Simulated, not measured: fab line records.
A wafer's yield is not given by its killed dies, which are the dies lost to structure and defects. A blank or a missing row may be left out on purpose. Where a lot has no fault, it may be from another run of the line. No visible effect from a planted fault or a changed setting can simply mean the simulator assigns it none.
fab line records + flow n5Finfet
record:
- lots: 6
- wafers: 18
- lastDay: 18
route steps=1938 shown BEOL_M3@1001 BEOL_M4@1111 PASSIVATION@1936
lots that met no fault: from a run of the same line without faults
startH: hours from the record's opening day to when the first of the lot's shown wafers began + waitH: time in hours since the lot's previous step + " unchanged from the row above + L1.1+2: one row covering several wafers at once + - either no value or no given start + * or withheld: withheld + < > ~ a bound
route shown NAME@n: names a module that has steps shown in the file, with the first one's number in the route + usual: average and standard deviation across the fault-free wafers + same: alike in all rows + chamber/n: place in a boat + sites: per-site readings + _std_site: how widely they spread, as a standard deviation + _edge_site: inner sites' mean taken away from outer sites' mean + radiusMm: for every site, how far away it sits from the centre of the wafer + mask NAME#n: copy n + behind: the tool/chamber that last shaped the wafer + hold: reason for holding the lot/hours on hold/outcome of the hold + device: the n, p or np transistor that did not switch + end of line: the route-end tests of the same wafers + where a step has no rows: the recipe by itself + killed: the dies lost at the first sort to structure and to defects; this is not the yield of the wafer + map: a wafer's dies, marking killed ones x, the rest . and places with no die _
set.NAME: the setting that was run; set.NAME@STEP: the one run at that earlier step + model.NAME: the simulator's own value behind a step, which no gauge read
lots at some steps of the route; a table a step, a row a wafer
services: a tool's chamber out of use, with start hour (startH, from the record's first day; less than 0 if before it), hours out, and reason
== steps ==
step: N5_BEOL_M3_ANNEAL_87
recipe:
- tempC: 400
- timeS: 240
- ambient: vacuum
usual:
- heaterPowerW: 828/84
| lot.wafer | tool          | chamber | startH | waitH | heaterPowerW |
|-----------|---------------|---------|--------|-------|--------------|
| L156.2    | pvdSputter-01 | -       | 150.43 | 0.0   | 738          |
| L156.3    | "             | -       | "      | "     | 828          |
| L156.6    | "             | -       | "      | "     | 843          |
| L157.1    | pvdSputter-02 | -       | 153.89 | 0.0   | 742          |
| L157.4    | "             | -       | "      | "     | 778          |
| L157.5    | "             | -       | "      | "     | 925          |
| L172.1    | pvdSputter-01 | -       | 257.42 | 0.0   | 737          |
| L172.5    | "             | -       | "      | "     | 754          |
| L172.6    | "             | -       | "      | "     | 824          |
| L175.3    | pvdSputter-02 | -       | 264.49 | 0.0   | 767          |
| L175.4    | "             | -       | "      | "     | 942          |
| L175.6    | "             | -       | "      | "     | 725          |
| L179.1    | pvdSputter-02 | -       | 285.98 | 0.0   | 737          |
| L179.4    | "             | -       | "      | "     | 839          |
| L179.6    | "             | -       | "      | "     | 753          |
| L177.2    | pvdSputter-01 | -       | 297.20 | 0.0   | 862          |
| L177.4    | "             | -       | "      | "     | 725          |
| L177.6    | "             | -       | "      | "     | 837          |
step: N5_BEOL_M3_SPUTTER_88
recipe:
- material: Cu
- targetThkA: 45
- tempC: -20
- chamberPressurePa: 0.07
- powerW: withheld
- timeS: 8.29
step: N5_BEOL_M3_ANNEAL_89
recipe:
- tempC: 400
- timeS: 240
- ambient: vacuum
usual:
- heaterPowerW: 825/85
| lot.wafer | tool          | chamber | startH | waitH | heaterPowerW |
|-----------|---------------|---------|--------|-------|--------------|
| L156.2    | pvdSputter-01 | -       | 150.65 | 0.0   | 717          |
| L156.3    | "             | -       | "      | "     | 788          |
| L156.6    | "             | -       | "      | "     | 809          |
| L157.1    | pvdSputter-02 | -       | 154.11 | 0.0   | 718          |
| L157.4    | "             | -       | "      | "     | 768          |
| L157.5    | "             | -       | "      | "     | 910          |
| L172.1    | pvdSputter-01 | -       | 257.64 | 0.0   | 735          |
| L172.5    | "             | -       | "      | "     | 725          |
| L172.6    | "             | -       | "      | "     | 843          |
| L175.3    | pvdSputter-02 | -       | 264.71 | 0.0   | 758          |
| L175.4    | "             | -       | "      | "     | 921          |
| L175.6    | "             | -       | "      | "     | 746          |
| L179.1    | pvdSputter-02 | -       | 286.20 | 0.0   | 741          |
| L179.4    | "             | -       | "      | "     | 854          |
| L179.6    | "             | -       | "      | "     | 764          |
| L177.2    | pvdSputter-01 | -       | 297.42 | 0.0   | 845          |
| L177.4    | "             | -       | "      | "     | 724          |
| L177.6    | "             | -       | "      | "     | 822          |
step: N5_BEOL_M3_SPUTTER_90
recipe:
- material: Cu
- targetThkA: 45
- tempC: -20
- chamberPressurePa: 0.07
- powerW: withheld
- timeS: 8.29
step: N5_BEOL_M3_ANNEAL_91
recipe:
- tempC: 400
- timeS: 240
- ambient: vacuum
step: N5_BEOL_M3_SPUTTER_92
recipe:
- material: Cu
- targetThkA: 45
- tempC: -20
- chamberPressurePa: 0.07
- powerW: withheld
- timeS: 8.29
step: N5_BEOL_M3_ANNEAL_93
recipe:
- tempC: 400
- timeS: 240
- ambient: vacuum
step: N5_BEOL_M3_SPUTTER_94
recipe:
- material: Cu
- targetThkA: 45
- tempC: -20
- chamberPressurePa: 0.07
- powerW: withheld
- timeS: 8.29
usual:
- throttleValvePct: 29.6/1.1
| lot.wafer | tool          | chamber | startH | waitH | throttleValvePct |
|-----------|---------------|---------|--------|-------|------------------|
| L156.2    | pvdSputter-01 | -       | 151.23 | 0.1   | 30.9             |
| L156.3    | "             | -       | "      | "     | 27.8             |
| L156.6    | "             | -       | "      | "     | 29.4             |
| L157.1    | pvdSputter-02 | -       | 154.69 | 0.1   | 29.8             |
| L157.4    | "             | -       | "      | "     | 29.7             |
| L157.5    | "             | -       | "      | "     | 27.3             |
| L172.1    | pvdSputter-01 | -       | 258.22 | 0.1   | 30.7             |
| L172.5    | "             | -       | "      | "     | 31.0             |
| L172.6    | "             | -       | "      | "     | 29.1             |
| L175.3    | pvdSputter-02 | -       | 265.29 | 0.1   | 29.7             |
| L175.4    | "             | -       | "      | "     | 27.6             |
| L175.6    | "             | -       | "      | "     | 29.9             |
| L179.1    | pvdSputter-02 | -       | 286.78 | 0.1   | 29.9             |
| L179.4    | "             | -       | "      | "     | 31.1             |
| L179.6    | "             | -       | "      | "     | 29.6             |
| L177.2    | pvdSputter-01 | -       | 298.00 | 0.1   | 29.8             |
| L177.4    | "             | -       | "      | "     | 30.9             |
| L177.6    | "             | -       | "      | "     | 29.2             |
step: N5_BEOL_M3_ANNEAL_95
recipe:
- tempC: 400
- timeS: 240
- ambient: vacuum
usual:
- heaterPowerW: 826/83
| lot.wafer | tool          | chamber | startH | waitH | heaterPowerW |
|-----------|---------------|---------|--------|-------|--------------|
| L156.2    | pvdSputter-01 | -       | 151.31 | 0.0   | 728          |
| L156.3    | "             | -       | "      | "     | 819          |
| L156.6    | "             | -       | "      | "     | 838          |
| L157.1    | pvdSputter-02 | -       | 154.77 | 0.0   | 740          |
| L157.4    | "             | -       | "      | "     | 751          |
| L157.5    | "             | -       | "      | "     | 906          |
| L172.1    | pvdSputter-01 | -       | 258.30 | 0.0   | 725          |
| L172.5    | "             | -       | "      | "     | 715          |
| L172.6    | "             | -       | "      | "     | 818          |
| L175.3    | pvdSputter-02 | -       | 265.37 | 0.0   | 738          |
| L175.4    | "             | -       | "      | "     | 911          |
| L175.6    | "             | -       | "      | "     | 747          |
| L179.1    | pvdSputter-02 | -       | 286.86 | 0.0   | 753          |
| L179.4    | "             | -       | "      | "     | 819          |
| L179.6    | "             | -       | "      | "     | 767          |
| L177.2    | pvdSputter-01 | -       | 298.08 | 0.0   | 871          |
| L177.4    | "             | -       | "      | "     | 731          |
| L177.6    | "             | -       | "      | "     | 830          |
step: N5_BEOL_M3_SPUTTER_96
recipe:
- material: Cu
- targetThkA: 45
- tempC: -20
- chamberPressurePa: 0.07
- powerW: withheld
- timeS: 8.29
usual:
- throttleValvePct: 29.6/1.1
| lot.wafer | tool          | chamber | startH | waitH | throttleValvePct |
|-----------|---------------|---------|--------|-------|------------------|
| L156.2    | pvdSputter-01 | -       | 151.45 | 0.1   | 31.0             |
| L156.3    | "             | -       | "      | "     | 27.6             |
| L156.6    | "             | -       | "      | "     | 29.3             |
| L157.1    | pvdSputter-02 | -       | 154.91 | 0.1   | 30.1             |
| L157.4    | "             | -       | "      | "     | 29.5             |
| L157.5    | "             | -       | "      | "     | 27.4             |
| L172.1    | pvdSputter-01 | -       | 258.44 | 0.1   | 30.8             |
| L172.5    | "             | -       | "      | "     | 30.9             |
| L172.6    | "             | -       | "      | "     | 29.1             |
| L175.3    | pvdSputter-02 | -       | 265.51 | 0.1   | 29.7             |
| L175.4    | "             | -       | "      | "     | 27.8             |
| L175.6    | "             | -       | "      | "     | 30.0             |
| L179.1    | pvdSputter-02 | -       | 287.00 | 0.1   | 29.9             |
| L179.4    | "             | -       | "      | "     | 31.1             |
| L179.6    | "             | -       | "      | "     | 29.7             |
| L177.2    | pvdSputter-01 | -       | 298.22 | 0.1   | 29.7             |
| L177.4    | "             | -       | "      | "     | 30.9             |
| L177.6    | "             | -       | "      | "     | 29.4             |
step: N5_BEOL_M3_ECD_50
recipe:
- material: Cu
- targetThkA: 3000
step: N5_BEOL_M3_ANNEAL_51
recipe:
- tempC: 225
- timeS: 90
- ambient: N2
step: N5_BEOL_M3_CMP_52
recipe:
- stopOn: SiOC
- tOverpolishS: 6.8
- downForcePsi: 1
- platenRpm: 50
- clearingPlatenDownForcePsi: 1.5
- clearingPlatenRpm: 50
- postCmpClean: cuAlkaline
- targetThkNm: 40
- clearingPlatenPadVelocityMS: 0.99484
- padVelocityMS: 0.99484
usual:
- barrierFieldEndpointS: 24.4/0.5
- motorCurrentA: 6.1/0.63
- overpolishRunS: 6.799/0.0091
- slurryFlowMlMin: 150.0/0.47
- timeToEndpointS: 62.0/2.3
| lot.wafer | tool   | chamber | startH | waitH | barrierFieldEndpointS | motorCurrentA | overpolishRunS | slurryFlowMlMin | timeToEndpointS |
|-----------|--------|---------|--------|-------|-----------------------|---------------|----------------|-----------------|-----------------|
| L156.3    | cmp-03 | 3       | 151.98 | 0.2   | 24.6                  | 6.4           | 6.805          | 150.0           | 59.5            |
| L156.2    | "      | 0       | "      | "     | 24.2                  | 6.4           | 6.794          | 150.2           | 57.1            |
| L156.6    | "      | 2       | "      | "     | 24.2                  | 6.0           | 6.793          | 150.4           | 57.5            |
| L157.1    | cmp-03 | 3       | 155.54 | 0.3   | 24.6                  | 5.9           | 6.781          | 150.1           | 64.9            |
| L157.4    | "      | 2       | "      | "     | 24.1                  | 5.8           | 6.781          | 150.0           | 59.6            |
| L157.5    | "      | 3       | "      | "     | 24.3                  | 5.9           | 6.801          | 149.5           | 61.2            |
| L172.1    | cmp-03 | 3       | 259.04 | 0.4   | 30.4                  | 6.2           | 6.801          | 150.2           | 81.3            |
| L172.6    | "      | 0       | "      | "     | 31.5                  | 6.3           | 6.800          | 150.4           | 80.5            |
| L172.5    | "      | 1       | "      | "     | 31.3                  | 6.5           | 6.794          | 150.6           | 81.5            |
| L175.3    | cmp-03 | 1       | 266.13 | 0.2   | 29.0                  | 6.3           | 6.799          | 149.9           | 80.3            |
| L175.4    | "      | 3       | "      | "     | 29.7                  | 6.4           | 6.795          | 150.4           | 76.8            |
| L175.6    | "      | 2       | "      | "     | 30.3                  | 5.8           | 6.784          | 149.0           | 80.4            |
| L179.1    | cmp-04 | 2       | 287.49 | 0.3   | 24.3                  | 7.6           | 6.800          | 149.8           | 59.5            |
| L179.4    | "      | 0       | "      | "     | 24.7                  | 5.5           | 6.784          | 150.2           | 61.4            |
| L179.6    | "      | 2       | "      | "     | 24.1                  | 7.2           | 6.796          | 148.7           | 62.6            |
| L177.4    | cmp-04 | 0       | 298.75 | 0.2   | 24.5                  | 5.9           | 6.806          | 150.2           | 62.8            |
| L177.2    | "      | 2       | "      | "     | 23.8                  | 7.3           | 6.782          | 150.0           | 60.6            |
| L177.6    | "      | 0       | "      | "     | 24.5                  | 5.7           | 6.777          | 150.2           | 61.3            |
step: N5_BEOL_M4_RC_MEAS_101
usual:
- DIBL_N: 36.5/1.4
- DIBL_P: 36.9/1.7
- IOFF_N: 0.163/0.023
- IOFF_P: 0.22/0.032
- ION_N: 673/9
- ION_P: 462/7.5
- SS_N: 71.6/0.54
- SS_P: 73.4/0.62
- VT_N: 249.8/2.8
- VT_P: -250/3.5
| lot.wafer | tool      | chamber | startH | waitH | DIBL_N[mV/V] | DIBL_P[mV/V] | IOFF_N[nA/um] | IOFF_P[nA/um] | ION_N[uA/um] | ION_P[uA/um] | SS_N[mV/dec] | SS_P[mV/dec] | VT_N[mV] | VT_P[mV] |
|-----------|-----------|---------|--------|-------|--------------|--------------|---------------|---------------|--------------|--------------|--------------|--------------|----------|----------|
| L156.2    | prober-02 | 0       | 164.97 | 0.2   | 35.9         | 35.1         | 0.156         | 0.18          | 663          | 451          | 71.7         | 72.9         | 250.4    | -252     |
| L156.3    | "         | 0       | "      | "     | 37.0         | 37.3         | 0.178         | 0.21          | 675          | 459          | 71.8         | 73.5         | 250.0    | -251     |
| L156.6    | "         | 0       | "      | "     | 34.3         | 34.1         | 0.133         | 0.17          | 666          | 458          | 71.4         | 72.7         | 249.7    | -252     |
| L157.1    | prober-01 | 0       | 167.14 | 0.0   | 36.8         | 38.2         | 0.177         | 0.25          | 682          | 471          | 71.9         | 74.2         | 249.3    | -248     |
| L157.4    | "         | 0       | "      | "     | 36.7         | 37.7         | 0.171         | 0.24          | 671          | 459          | 72.5         | 72.9         | 248.2    | -248     |
| L157.5    | "         | 0       | "      | "     | 36.8         | 37.4         | 0.170         | 0.23          | 666          | 459          | 71.6         | 73.5         | 250.0    | -249     |
| L172.1    | prober-02 | 0       | 272.75 | 0.0   | 37.6         | 38.5         | 0.189         | 0.23          | 686          | 463          | 72.4         | 73.5         | 245.7    | -251     |
| L172.5    | "         | 0       | "      | "     | 35.5         | 35.7         | 0.147         | 0.20          | 657          | 456          | 71.5         | 72.8         | 249.1    | -250     |
| L172.6    | "         | 0       | "      | "     | 38.1         | 37.6         | 0.191         | 0.23          | 664          | 456          | 72.3         | 73.9         | 246.6    | -250     |
| L175.3    | prober-01 | 0       | 278.24 | 0.3   | 34.9         | 37.1         | 0.153         | 0.22          | 675          | 473          | 71.8         | 73.9         | 251.9    | -244     |
| L175.4    | "         | 0       | "      | "     | 35.1         | 36.5         | 0.143         | 0.22          | 672          | 464          | 72.2         | 73.9         | 255.5    | -249     |
| L175.6    | "         | 0       | "      | "     | 34.1         | 35.7         | 0.139         | 0.20          | 670          | 467          | 70.9         | 72.9         | 253.1    | -249     |
| L179.1    | prober-02 | 0       | 303.67 | 0.0   | 36.8         | 35.8         | 0.174         | 0.24          | 670          | 468          | 71.3         | 73.7         | 247.3    | -249     |
| L179.4    | "         | 0       | "      | "     | 36.5         | 34.9         | 0.172         | 0.23          | 662          | 455          | 72.4         | 73.5         | 248.9    | -249     |
| L179.6    | "         | 0       | "      | "     | 35.4         | 34.1         | 0.147         | 0.22          | 671          | 462          | 71.2         | 72.8         | 249.3    | -249     |
| L177.2    | prober-01 | 0       | 307.80 | 0.2   | 33.6         | 33.8         | 0.129         | 0.17          | 665          | 462          | 70.9         | 72.0         | 249.9    | -254     |
| L177.4    | "         | 0       | "      | "     | 34.3         | 35.2         | 0.147         | 0.19          | 677          | 464          | 70.7         | 73.3         | 246.3    | -250     |
| L177.6    | "         | 0       | "      | "     | 32.6         | 33.7         | 0.118         | 0.17          | 672          | 468          | 70.5         | 72.9         | 253.8    | -254     |
step: N5_PASSIVATION_PROBE_49
usual:
- defectLimitedYield: 91.2/1.4
- killed_at_M0_to_M3: 35/11
- killed_at_M4_up: 12/4.2
- killedAtContacts: 13/5.6
- killedAtFrontEnd: 40/12
- killedAtOther: 3.3/2.6
- killedDies: 103/17
- killedOpen: 68/12
- killedShort: 34/7.6
- sort_bin_5_function: 5.1/0.95
- sort_bin_6_memory: 3.3/0.68
- sortNPass: 1077/17
- sortYieldPct: 91.2/1.4
same:
- grossDies: 1180
- killedAtBackSide: 0
- sort_bin_4_leakage[%]: 0
- sort_bin_8_speed[%]: 0
| lot.wafer | tool      | chamber | startH | waitH | defectLimitedYield[%] | killed_at_M0_to_M3 | killed_at_M4_up | killedAtContacts | killedAtFrontEnd | killedAtOther | killedDies | killedOpen | killedShort | sort_bin_5_function[%] | sort_bin_6_memory[%] | sortNPass | sortYieldPct[%] |
|-----------|-----------|---------|--------|-------|-----------------------|--------------------|-----------------|------------------|------------------|---------------|------------|------------|-------------|------------------------|----------------------|-----------|-----------------|
| L157.1    | prober-01 | -       | 273.58 | 0.0   | 92.1                  | 42                 | 23              | 7                | 20               | 1             | 93         | 67         | 26          | 4.2                    | 3.4                  | 1087      | 92.1            |
| L157.4    | prober-01 | -       | 273.73 | 0.2   | 94.2                  | 27                 | 9               | 11               | 21               | 1             | 69         | 48         | 20          | 3.5                    | 2.0                  | 1111      | 94.2            |
| L157.5    | prober-01 | -       | 273.78 | 0.2   | 92.5                  | 27                 | 9               | 13               | 37               | 2             | 88         | 61         | 26          | 3.8                    | 3.2                  | 1092      | 92.5            |
| L156.2    | prober-02 | -       | 274.07 | 0.1   | 91.5                  | 32                 | 7               | 14               | 33               | 14            | 100        | 65         | 35          | 4.3                    | 3.8                  | 1080      | 91.5            |
| L156.3    | prober-02 | -       | 274.12 | 0.1   | 93.3                  | 18                 | 8               | 9                | 40               | 4             | 79         | 52         | 27          | 4.3                    | 2.1                  | 1101      | 93.3            |
| L156.6    | prober-02 | -       | 274.27 | 0.3   | 88.8                  | 36                 | 13              | 25               | 52               | 6             | 132        | 85         | 46          | 6.6                    | 4.3                  | 1048      | 88.8            |
| L172.1    | prober-02 | -       | 374.74 | 0.0   | 75.5                  | 226                | 13              | 15               | 33               | 2             | 289        | 61         | 33          | 4.5                    | 3.0                  | 891       | 75.5            |
| L172.5    | prober-02 | -       | 374.94 | 0.2   | 91.6                  | 39                 | 17              | 16               | 24               | 3             | 99         | 61         | 35          | 4.5                    | 3.6                  | 1081      | 91.6            |
| L172.6    | prober-02 | -       | 374.99 | 0.3   | 91.2                  | 47                 | 15              | 10               | 29               | 3             | 104        | 68         | 36          | 5.4                    | 3.2                  | 1076      | 91.2            |
| L175.3    | prober-02 | -       | 376.81 | 0.1   | 92.0                  | 49                 | 8               | 10               | 25               | 2             | 94         | 60         | 33          | 4.5                    | 3.4                  | 1086      | 92.0            |
| L175.4    | prober-02 | -       | 376.86 | 0.2   | 89.1                  | 47                 | 9               | 12               | 58               | 3             | 129        | 88         | 40          | 6.5                    | 4.0                  | 1051      | 89.1            |
| L175.6    | prober-02 | -       | 376.96 | 0.3   | 89.9                  | 47                 | 12              | 11               | 48               | 1             | 119        | 71         | 46          | 6.4                    | 3.1                  | 1061      | 89.9            |
| L177.2    | prober-02 | -       | 414.47 | 0.1   | 92.4                  | 19                 | 16              | 12               | 42               | 1             | 90         | 61         | 27          | 4.6                    | 2.7                  | 1090      | 92.4            |
| L177.4    | prober-02 | -       | 414.57 | 0.2   | 92.1                  | 21                 | 19              | 13               | 40               | 0             | 93         | 59         | 31          | 4.6                    | 3.1                  | 1087      | 92.1            |
| L177.6    | prober-02 | -       | 414.67 | 0.3   | 92.6                  | 19                 | 20              | 12               | 35               | 1             | 87         | 69         | 15          | 4.2                    | 3.0                  | 1093      | 92.6            |
| L179.1    | prober-02 | -       | 426.85 | 0.0   | 92.0                  | 34                 | 15              | 11               | 31               | 3             | 94         | 55         | 38          | 4.1                    | 3.1                  | 1086      | 92.0            |
| L179.4    | prober-02 | -       | 427.00 | 0.2   | 91.1                  | 25                 | 9               | 5                | 65               | 1             | 105        | 67         | 38          | 5.0                    | 3.4                  | 1075      | 91.1            |
| L179.6    | prober-02 | -       | 427.10 | 0.3   | 92.0                  | 22                 | 18              | 7                | 44               | 3             | 94         | 65         | 28          | 5.0                    | 2.8                  | 1086      | 92.0            |
killed by level:class
L157.1 BEOL_M4:geometricParticle:open=18 BEOL_M1:geometricParticle:open=14 STI_FIN_REVEAL:geometricParticle:open=8 BEOL_M0_SAQP:geometricParticle:open=7 BEOL_M0_SAQP:geometricParticle:short=6 BEOL_M3:geometricParticle:open=6 MOL_CONTACT_COAG:geometricParticle:open=5 STI_FIN_REVEAL:geometricParticle:short=3
L157.4 MOL_CONTACT_COAG:geometricParticle:open=9 BEOL_M0_SAQP:geometricParticle:open=6 BEOL_M0_SAQP:geometricParticle:short=6 STI_FIN_REVEAL:geometricParticle:open=5 BEOL_M1:geometricParticle:open=5 BEOL_M2:geometricParticle:open=5 BEOL_M4:geometricParticle:open=5 STI_FIN_REVEAL:geometricParticle:short=3
L157.5 STI_FIN_REVEAL:geometricParticle:open=16 MOL_CONTACT_COAG:geometricParticle:open=10 BEOL_M0_SAQP:geometricParticle:open=9 STI_FIN_REVEAL:geometricParticle:short=6 BEOL_M2:geometricParticle:open=5 BEOL_M1:geometricParticle:open=4 DUMMY_GATE:geometricParticle:short=3 GATE_CUT:geometricParticle:open=3
L156.2 MOL_CONTACT_COAG:geometricParticle:open=12 BEOL_M0_SAQP:geometricParticle:open=7 BEOL_M2:geometricParticle:open=6 STI_FIN_REVEAL:geometricParticle:open=5 DUMMY_GATE:geometricParticle:open=5 GATE_CUT:geometricParticle:short=5 BEOL_M1:geometricParticle:open=5 MIM_TOP_ETCH:geometricParticle:open=5
L156.3 STI_FIN_REVEAL:geometricParticle:open=11 FIN_SAQP:geometricParticle:open=5 MOL_CONTACT_COAG:geometricParticle:open=5 BEOL_M2:geometricParticle:open=5 BEOL_M1:geometricParticle:open=4 GATE_CUT:geometricParticle:open=4 MOL_CONTACT_COAG:geometricParticle:short=4 BEOL_M4:geometricParticle:open=4
L156.6 MOL_CONTACT_COAG:geometricParticle:open=20 STI_FIN_REVEAL:geometricParticle:open=18 BEOL_M2:geometricParticle:open=9 FIN_SAQP:geometricParticle:open=8 BEOL_M1:geometricParticle:open=8 GATE_CUT:geometricParticle:short=5 MOL_CONTACT_COAG:geometricParticle:short=5 BEOL_M3:geometricParticle:open=5
L172.1 BEOL_M3:areaCmp=195 BEOL_M0_SAQP:geometricParticle:short=12 BEOL_M0_SAQP:geometricParticle:open=10 MOL_CONTACT_COAG:geometricParticle:open=9 FIN_SAQP:geometricParticle:open=8 DUMMY_GATE:geometricParticle:open=8 MOL_CONTACT_COAG:geometricParticle:short=6 STI_FIN_REVEAL:geometricParticle:open=5
L172.5 MOL_CONTACT_COAG:geometricParticle:open=13 BEOL_M3:geometricParticle:open=10 BEOL_M0_SAQP:geometricParticle:short=9 BEOL_M0_SAQP:geometricParticle:open=8 GATE_CUT:geometricParticle:short=5 BEOL_M0:geometricParticle:open=4 BEOL_M4:geometricParticle:open=4 BEOL_M6:geometricParticle:open=4
L172.6 BEOL_M1:geometricParticle:open=13 BEOL_M0_SAQP:geometricParticle:open=9 BEOL_M3:geometricParticle:open=9 MOL_CONTACT_COAG:geometricParticle:open=8 BEOL_M0_SAQP:geometricParticle:short=7 GATE_CUT:geometricParticle:short=6 FIN_SAQP:geometricParticle:short=5 FIN_SAQP:geometricParticle:open=5
L175.3 BEOL_M0_SAQP:geometricParticle:open=13 BEOL_M0_SAQP:geometricParticle:short=11 MOL_CONTACT_COAG:geometricParticle:open=9 FIN_SAQP:geometricParticle:open=8 BEOL_M1:geometricParticle:open=8 BEOL_M3:geometricParticle:open=7 BEOL_M4:geometricParticle:open=5 FIN_SAQP:geometricParticle:short=4
L175.4 FIN_SAQP:geometricParticle:open=12 DUMMY_GATE:geometricParticle:open=12 STI_FIN_REVEAL:geometricParticle:open=10 BEOL_M0_SAQP:geometricParticle:open=10 BEOL_M0_SAQP:geometricParticle:short=10 MOL_CONTACT_COAG:geometricParticle:open=8 BEOL_M1:geometricParticle:open=8 BEOL_M3:geometricParticle:open=7
L175.6 BEOL_M0_SAQP:geometricParticle:short=17 STI_FIN_REVEAL:geometricParticle:open=14 BEOL_M0_SAQP:geometricParticle:open=13 FIN_SAQP:geometricParticle:open=8 MOL_CONTACT_COAG:geometricParticle:open=8 FIN_SAQP:geometricParticle:short=6 GATE_CUT:geometricParticle:short=6 BEOL_M2:geometricParticle:open=6
L177.2 MOL_CONTACT_COAG:geometricParticle:open=11 FIN_SAQP:geometricParticle:open=9 FIN_SAQP:geometricParticle:short=9 BEOL_M4:geometricParticle:open=8 STI_FIN_REVEAL:geometricParticle:open=6 BEOL_M2:geometricParticle:open=5 BEOL_M0_SAQP:geometricParticle:short=4 BEOL_M3:geometricParticle:open=3
L177.4 BEOL_M4:geometricParticle:open=14 FIN_SAQP:geometricParticle:short=12 MOL_CONTACT_COAG:geometricParticle:open=10 FIN_SAQP:geometricParticle:open=9 STARTING-WAFER:geometricParticle:short=5 BEOL_M0:geometricParticle:open=4 BEOL_M3:geometricParticle:open=4 DUMMY_GATE:geometricParticle:open=3
L177.6 FIN_SAQP:geometricParticle:open=11 BEOL_M4:geometricParticle:open=11 MOL_CONTACT_COAG:geometricParticle:open=10 BEOL_M2:geometricParticle:open=10 DUMMY_GATE:geometricParticle:open=9 BEOL_M3:geometricParticle:open=4 BEOL_M8:geometricParticle:open=3 STARTING-WAFER:geometricParticle:short=3
L179.1 BEOL_M0_SAQP:geometricParticle:short=11 MOL_CONTACT_COAG:geometricParticle:open=8 BEOL_M0_SAQP:geometricParticle:open=8 STI_FIN_REVEAL:geometricParticle:open=6 GATE_CUT:geometricParticle:short=6 BEOL_M1:geometricParticle:open=5 BEOL_M2:geometricParticle:open=5 BEOL_M4:geometricParticle:open=5
L179.4 STI_FIN_REVEAL:geometricParticle:open=32 BEOL_M0_SAQP:geometricParticle:short=11 STI_FIN_REVEAL:geometricParticle:short=10 FIN_SAQP:geometricParticle:short=5 FIN_SAQP:geometricParticle:open=4 MOL_CONTACT_COAG:geometricParticle:open=4 BEOL_M2:geometricParticle:open=4 BEOL_M0_SAQP:geometricParticle:open=3
L179.6 STI_FIN_REVEAL:geometricParticle:open=11 FIN_SAQP:geometricParticle:short=9 FIN_SAQP:geometricParticle:open=7 MOL_CONTACT_COAG:geometricParticle:open=7 BEOL_M8:geometricParticle:open=7 BEOL_M0_SAQP:geometricParticle:open=6 STI_FIN_REVEAL:geometricParticle:short=5 BEOL_M1:geometricParticle:open=4
== services ==
| tool          | chamber | startH | hours | kind                          |
|---------------|---------|--------|-------|-------------------------------|
| cmp-03        | -       | 126.99 | 4.0   | pm                            |
| cmp-03        | -       | 130.99 | -     | consumableReplace:conditioner |
| cmp-03        | -       | 130.99 | -     | consumableReplace:pad         |
| cmp-03        | -       | 132.59 | 14.3  | pm                            |
| cmp-03        | -       | 162.10 | 0.6   | repair                        |
| cmp-04        | -       | 164.33 | 7.0   | pm                            |
| cmp-03        | -       | 207.95 | 6.7   | pm                            |
| cmp-04        | -       | 213.35 | 0.6   | repair                        |
| cmp-03        | -       | 253.17 | 1.7   | repair                        |
| pvdSputter-01 | -       | 281.97 | 1.4   | repair                        |
| cmp-04        | -       | 294.42 | 4.0   | pm                            |
| cmp-04        | -       | 298.42 | -     | consumableReplace:conditioner |
| cmp-04        | -       | 298.42 | -     | consumableReplace:pad         |
== key ==
firstSign:
- step: N5_BEOL_M3_CMP_52
- reading: barrierFieldEndpointS
- direction: up
- sigmas: 12
- usual: 24.4
- struck: 30.4
effect:
- step: N5_BEOL_M3_CMP_52
- reading: timeToEndpointS
- direction: up
- sigmas: 7.9
- usual: *
- struck: *
effect:
- step: N5_PASSIVATION_PROBE_49
- reading: killed_at_M0_to_M3
- direction: up
- sigmas: 3.7
- usual: 35
- struck: 76
- wafersMoved: 1
moreKillsBornAt:
- N5_BEOL_M3_CMP_52@cmp-03: 195
metAt N5_BEOL_M3_CMP_52
struckWafers L172.1,L172.5,L172.6,L175.3,L175.4,L175.6
onsetBetween 155.54 259.04
fault:
- kind: processParameterDrift
- tool: cmp-03
- chamber: -
- onsetH: 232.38
- steps: N5_BEOL_M3_CMP_52
- channel: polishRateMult
- offset: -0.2
- shape: step
- endH: 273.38
